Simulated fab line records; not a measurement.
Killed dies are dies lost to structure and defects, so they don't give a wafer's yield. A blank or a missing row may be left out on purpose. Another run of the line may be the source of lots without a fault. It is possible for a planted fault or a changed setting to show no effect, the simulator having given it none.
Matching of chambers / flow nandHarc / cmp-03 running NHARC_P_STI_CMP_21: 4 sister chambers
The step polishes, t overpolish 20 s, target thk 380.67 nm. 8 wafers are shown with their chamber, then 7 later ones without.

== WAFERS WITH THEIR CHAMBER ==
wafer=L897.6; chamber=2; motorCurrentA (A)=12.3; overpolishRunS (s)=19.993
wafer=L899.5; chamber=2; motorCurrentA (A)=13.1; overpolishRunS (s)=20.005
wafer=L899.6; chamber=3; motorCurrentA (A)=12.5; overpolishRunS (s)=19.999
wafer=L902.2; chamber=1; motorCurrentA (A)=13.4; overpolishRunS (s)=20.003
wafer=L902.4; chamber=0; motorCurrentA (A)=11.1; overpolishRunS (s)=19.998
wafer=L902.6; chamber=3; motorCurrentA (A)=12.5; overpolishRunS (s)=20.004
wafer=L910.3; chamber=1; motorCurrentA (A)=12.3; overpolishRunS (s)=20.016
wafer=L910.5; chamber=0; motorCurrentA (A)=12.0; overpolishRunS (s)=19.996

== WAFERS WITHOUT THEIR CHAMBER ==
wafer=L910.6; motorCurrentA (A)=11.9; overpolishRunS (s)=20.001
wafer=L912.3; motorCurrentA (A)=13.0; overpolishRunS (s)=19.991
wafer=L912.4; motorCurrentA (A)=12.1; overpolishRunS (s)=19.998
wafer=L912.6; motorCurrentA (A)=13.0; overpolishRunS (s)=19.991
wafer=L911.2; motorCurrentA (A)=11.7; overpolishRunS (s)=20.006
wafer=L911.3; motorCurrentA (A)=13.4; overpolishRunS (s)=20.002
wafer=L911.4; motorCurrentA (A)=12.4; overpolishRunS (s)=19.993

== WHICH CHAMBER EACH WENT THROUGH ==
wafer=L910.6; from the rows above=can't be placed: 0 or 3 or 2 or 1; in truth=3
wafer=L912.3; from the rows above=can't be placed: 2 or 3 or 0 or 1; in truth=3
wafer=L912.4; from the rows above=can't be placed: 3 or 0 or 2 or 1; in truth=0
wafer=L912.6; from the rows above=can't be placed: 2 or 3 or 0 or 1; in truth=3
wafer=L911.2; from the rows above=can't be placed: 0 or 3 or 2 or 1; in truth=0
wafer=L911.3; from the rows above=can't be placed: 2 or 1 or 3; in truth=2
wafer=L911.4; from the rows above=can't be placed: 2 or 3 or 0 or 1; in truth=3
0 of 7 placed correctly. Can't be placed from these rows: 7 (the true chamber is among the candidates in 7). Wrongly placed: 0.
How it was worked out, from the rows above alone: a wafer's distance from a chamber is the root of the sum, over the readings, of the square of ((its reading less the chamber's mean) divided by the reading's scatter). If the next closest chamber is less than 2 further off than the closest, the wafer can't be placed; otherwise it belongs to the closest. The mean given for a chamber averages the wafers shown for that chamber. The scatter: take each reading less its chamber's mean, square it, sum over the shown wafers, divide by the number of wafers less the number of chambers, and take the root.
